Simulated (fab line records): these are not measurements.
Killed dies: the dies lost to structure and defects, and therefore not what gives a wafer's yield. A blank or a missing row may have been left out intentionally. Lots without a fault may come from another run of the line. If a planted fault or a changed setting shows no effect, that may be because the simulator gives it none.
Chamber matching || flow nand_harc || 4 sister chambers for NHARC_A_CHANNEL_FILL_D1_ALD_16 on ald_hk-01
The step deposits SiO2, target thk 1.5 nm, pulse time 10 s, ald cycles 15. 20 wafers are shown with their chamber, then 10 later ones without.

WAFERS PAIRED WITH THEIR CHAMBERS
{"wafer": "L076.3", "chamber": 1, "heater_power_w (W)": 512, "precursor_pulse_height_rel": 0.978}
{"wafer": "L076.4", "chamber": 2, "heater_power_w (W)": 528, "precursor_pulse_height_rel": 1.005}
{"wafer": "L076.5", "chamber": 2, "heater_power_w (W)": 523, "precursor_pulse_height_rel": 0.989}
{"wafer": "L077.1", "chamber": 2, "heater_power_w (W)": 529, "precursor_pulse_height_rel": 1.031}
{"wafer": "L077.2", "chamber": 3, "heater_power_w (W)": 495, "precursor_pulse_height_rel": 1.003}
{"wafer": "L077.3", "chamber": 0, "heater_power_w (W)": 510, "precursor_pulse_height_rel": 1.014}
{"wafer": "L077.4", "chamber": 1, "heater_power_w (W)": 510, "precursor_pulse_height_rel": 0.987}
{"wafer": "L077.5", "chamber": 1, "heater_power_w (W)": 514, "precursor_pulse_height_rel": 0.965}
{"wafer": "L077.6", "chamber": 2, "heater_power_w (W)": 520, "precursor_pulse_height_rel": 0.997}
{"wafer": "L080.3", "chamber": 3, "heater_power_w (W)": 497, "precursor_pulse_height_rel": 1.004}
{"wafer": "L080.5", "chamber": 0, "heater_power_w (W)": 508, "precursor_pulse_height_rel": 1.001}
{"wafer": "L080.6", "chamber": 3, "heater_power_w (W)": 486, "precursor_pulse_height_rel": 0.991}
{"wafer": "L085.1", "chamber": 1, "heater_power_w (W)": 478, "precursor_pulse_height_rel": 0.986}
{"wafer": "L085.3", "chamber": 2, "heater_power_w (W)": 496, "precursor_pulse_height_rel": 0.990}
{"wafer": "L085.4", "chamber": 0, "heater_power_w (W)": 525, "precursor_pulse_height_rel": 0.999}
{"wafer": "L090.2", "chamber": 3, "heater_power_w (W)": 461, "precursor_pulse_height_rel": 1.011}
{"wafer": "L090.3", "chamber": 1, "heater_power_w (W)": 487, "precursor_pulse_height_rel": 0.994}
{"wafer": "L090.6", "chamber": 1, "heater_power_w (W)": 490, "precursor_pulse_height_rel": 1.061}
{"wafer": "L088.2", "chamber": 1, "heater_power_w (W)": 482, "precursor_pulse_height_rel": 0.993}
{"wafer": "L088.3", "chamber": 2, "heater_power_w (W)": 489, "precursor_pulse_height_rel": 1.021}

SIGNATURES, as means of the wafers listed above
{"reading": "heater_power_w", "chamber 0": 514.33, "chamber 1": 496.14, "chamber 2": 514.17, "chamber 3": 484.75, "scatter within a chamber": 15.6}
{"reading": "precursor_pulse_height_rel", "chamber 0": 1.00467, "chamber 1": 0.99486, "chamber 2": 1.00550, "chamber 3": 1.00225, "scatter within a chamber": 0.0217}
Rule: a wafer lies at a distance from a chamber equal to the root of the sum of squares, over the readings, of (its reading less the chamber's mean, divided by the reading's scatter). The wafer belongs to the nearest chamber; if the next one is less than 2 further off, it can't be placed. The scatter: the root of (the sum of the squares of (reading less its chamber's mean) over the shown wafers, divided by (wafers less chambers)).

WAFERS MISSING THEIR CHAMBER
{"wafer": "L088.6", "heater_power_w (W)": 484, "precursor_pulse_height_rel": 0.974}
{"wafer": "L089.2", "heater_power_w (W)": 486, "precursor_pulse_height_rel": 1.011}
{"wafer": "L089.4", "heater_power_w (W)": 456, "precursor_pulse_height_rel": 0.990}
{"wafer": "L089.5", "heater_power_w (W)": 497, "precursor_pulse_height_rel": 1.012}
{"wafer": "L095.1", "heater_power_w (W)": 461, "precursor_pulse_height_rel": 0.997}
{"wafer": "L095.4", "heater_power_w (W)": 507, "precursor_pulse_height_rel": 0.972}
{"wafer": "L095.6", "heater_power_w (W)": 486, "precursor_pulse_height_rel": 0.994}
{"wafer": "L097.1", "heater_power_w (W)": 523, "precursor_pulse_height_rel": 0.998}
{"wafer": "L097.4", "heater_power_w (W)": 504, "precursor_pulse_height_rel": 0.990}
{"wafer": "L097.6", "heater_power_w (W)": 524, "precursor_pulse_height_rel": 0.990}

WHICH CHAMBER EACH WENT THROUGH
{"wafer": "L088.6", "from the rows above": "can't be placed: 1 or 3 or 0 or 2", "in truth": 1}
{"wafer": "L089.2", "from the rows above": "can't be placed: 3 or 1 or 2 or 0", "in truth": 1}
{"wafer": "L089.4", "from the rows above": "can't be placed: 3 or 1 or 2 or 0", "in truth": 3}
{"wafer": "L089.5", "from the rows above": "can't be placed: 1 or 3 or 2 or 0", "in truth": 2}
{"wafer": "L095.1", "from the rows above": "can't be placed: 3 or 1 or 2 or 0", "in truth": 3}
{"wafer": "L095.4", "from the rows above": "can't be placed: 1 or 0 or 2 or 3", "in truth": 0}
{"wafer": "L095.6", "from the rows above": "can't be placed: 3 or 1 or 0 or 2", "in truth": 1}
{"wafer": "L097.1", "from the rows above": "can't be placed: 0 or 2 or 1 or 3", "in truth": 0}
{"wafer": "L097.4", "from the rows above": "can't be placed: 1 or 0 or 2 or 3", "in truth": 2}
{"wafer": "L097.6", "from the rows above": "can't be placed: 0 or 2 or 1 or 3", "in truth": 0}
Placed correctly: 0 of 10. Can't be placed from these rows: 10 (the true chamber is among the candidates in 10). Number placed wrongly: 0.
